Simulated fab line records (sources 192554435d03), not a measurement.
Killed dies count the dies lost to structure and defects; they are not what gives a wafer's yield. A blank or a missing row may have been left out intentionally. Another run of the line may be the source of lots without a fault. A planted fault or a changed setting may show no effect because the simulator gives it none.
2 desks looking at one fault | flow n5-finfet | each desk has only its own numbers; what lay behind them comes last

FROM THE METROLOGY DESK
What the gauges read for every lot (on any tool): the sampled wafers with a number, averaged. If a lot's mean is further than 4 standard deviations from the usual mean, the lot is out of limits and carries the mark OUT (the distance appears in the brackets). Of its 11 readings 7 are shown: those that lie furthest out on some lot.
Columns: A = MD_CAP_THK at N5_MOL_CONTACT_COAG_THK_MEAS_29, usual 17.94 nm; B = DIBL_N at N5_BEOL_M4_RC_MEAS_101, usual 36.2 mV/V; C = IOFF_P at N5_BEOL_M4_RC_MEAS_101, usual 0.216 nA/um; D = ION_N at N5_BEOL_M4_RC_MEAS_101, usual 674 uA/um; E = ION_P at N5_BEOL_M4_RC_MEAS_101, usual 464 uA/um; F = SS_N at N5_BEOL_M4_RC_MEAS_101, usual 71.5 mV/dec; G = VT_P at N5_BEOL_M4_RC_MEAS_101, usual -249.3 mV
lot  | first seen here | A     | B    | C     | D   | E   | F    | G
L562 | day 5 02:02     | 18.04 | 35.1 | 0.213 | 688 | 473 | 71.4 | -247.0
L566 | day 6 02:00     | 18.03 | 38.0 | 0.216 | 657 | 455 | 71.4 | -248.9
L567 | day 6 05:36     | 18.00 | 36.4 | 0.204 | 673 | 459 | 71.6 | -253.2
L569 | day 6 17:22     | 17.89 | 37.2 | 0.259 | 676 | 467 | 72.1 | -246.8
L572 | day 7 13:44     | 17.83 | 36.3 | 0.230 | 662 | 457 | 72.2 | -246.8
L575 | day 8 06:55     | 18.02 | 36.4 | 0.218 | 672 | 466 | 71.6 | -248.2
L581 | day 9 19:55     | 17.95 | 35.7 | 0.184 | 667 | 460 | 70.3 | -250.9
L582 | day 10 01:29    | 18.07 | 38.3 | 0.224 | 680 | 465 | 72.1 | -248.3
L584 | day 10 10:30    | 17.92 | 35.4 | 0.197 | 677 | 461 | 71.3 | -249.5
L585 | day 10 22:20    | 17.96 | 36.6 | 0.227 | 672 | 471 | 71.4 | -248.9
Finding of this desk: none of the 10 lots has anything out of limits.

TOOL OWNER'S DESK, ald-sin-04
The tool's own readings at N5_MOL_CONTACT_COAG_ALD_27 (deposits SiOC, target thk 17 nm, pulse time 1.5 s, time 2720 s): means of the sampled wafers that have a number, for each lot that ran on this tool. If a lot's mean is further than 4 standard deviations from the usual mean, the lot is out of limits and carries the mark OUT (the distance appears in the brackets).
Columns: A = chamber-pressure-Torr at N5_MOL_CONTACT_COAG_ALD_27, usual 2.000 Torr; B = heater-power-w at N5_MOL_CONTACT_COAG_ALD_27, usual 854 W; C = precursor-pulse-height-rel at N5_MOL_CONTACT_COAG_ALD_27, usual 1.000; D = run-length-s at N5_MOL_CONTACT_COAG_ALD_27, usual 2769.9 s; E = susceptor-temp-C at N5_MOL_CONTACT_COAG_ALD_27, usual 399.96 C
lot  | first seen here | A     | B   | C     | D                        | E
L562 | day 5 00:10     | 2.001 | 867 | 1.014 | 2770.6                   | 400.02
L569 | day 6 15:30     | 2.001 | 822 | 1.002 | 2770.4                   | 399.71
L572 | day 7 11:53     | 2.000 | 777 | 0.978 | 3655.2 (+99 or more) OUT | 400.14
L575 | day 8 05:04     | 2.002 | 770 | 0.988 | 3433.8 (+99 or more) OUT | 400.01
This desk finds L572, L575 out of limits, L572 being first, at day 7 11:53 (run-length-s at N5_MOL_CONTACT_COAG_ALD_27). In limits: L562, L569.

TAKEN TOGETHER
On L572, L575, at day 7 11:53, an alarm was possible from the tool owner's desk.
Nothing out of limits was seen by the metrology desk.
The metrology desk has L572, L575 on record, within its limits.
N5_MOL_CONTACT_COAG_ALD_27 was run on ald-sin-04 by each of the lots named.

WHAT THE SIMULATOR HAD PUT IN
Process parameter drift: ald-sin-04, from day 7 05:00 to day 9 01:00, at N5_MOL_CONTACT_COAG_ALD_27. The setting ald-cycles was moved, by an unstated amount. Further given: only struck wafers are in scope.
Lots struck among those shown: L572, L575.
Each desk's first reading out of limits, in hours after the fault started: the tool owner's desk, 7.
